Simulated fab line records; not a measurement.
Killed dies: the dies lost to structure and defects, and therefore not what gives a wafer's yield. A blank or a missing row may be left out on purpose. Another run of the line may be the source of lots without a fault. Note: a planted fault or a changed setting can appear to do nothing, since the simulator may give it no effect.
Chamber matching + flow n5Finfet + aldMetal-02 running N5_BEOL_M8_ALD_77: 4 sister chambers
The step deposits TaN, target thk 2 nm, pulse time 2 s, purge time 3 s. 8 wafers are shown with their chamber, then 9 later ones without.

WAFERS PAIRED WITH THEIR CHAMBERS
| wafer  | chamber | heaterPowerW (W) |
|--------|---------|------------------|
| L074.6 | 3       | 471              |
| L080.3 | 3       | 468              |
| L078.6 | 2       | 369              |
| L083.3 | 2       | 383              |
| L083.5 | 1       | 458              |
| L089.2 | 0       | 366              |
| L089.4 | 1       | 450              |
| L089.6 | 0       | 350              |

WAFERS WITHOUT THEIR CHAMBER
| wafer  | heaterPowerW (W) |
|--------|------------------|
| L091.4 | 351              |
| L091.5 | 465              |
| L091.6 | 466              |
| L092.1 | 382              |
| L092.2 | 461              |
| L092.4 | 463              |
| L095.2 | 357              |
| L095.4 | 361              |
| L095.5 | 441              |

THE CHAMBER EACH PASSED THROUGH
| wafer  | from the rows above     | in truth |
|--------|-------------------------|----------|
| L091.4 | 0                       | 0        |
| L091.5 | can't be placed: 3 or 1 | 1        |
| L091.6 | can't be placed: 3 or 1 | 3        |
| L092.1 | 2                       | 2        |
| L092.2 | can't be placed: 1 or 3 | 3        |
| L092.4 | can't be placed: 3 or 1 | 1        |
| L095.2 | 0                       | 0        |
| L095.4 | can't be placed: 0 or 2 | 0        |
| L095.5 | can't be placed: 1 or 3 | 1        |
Placed correctly: 3 of 9. Not placeable from these rows: 6 (in 6, the candidates include the true chamber). Placed wrongly: 0.
How it was worked out, from the rows above alone: a wafer's distance from a chamber is the root of the sum, over the readings, of the square of ((its reading less the chamber's mean) divided by the reading's scatter). The wafer belongs to the nearest chamber; if the next one is less than 2 further off, it can't be placed. Each chamber's mean is taken over the wafers shown for it. How the scatter is found: for the shown wafers, subtract from each reading the mean of its chamber, square and add these, divide the total by (wafers less chambers), then take the root.
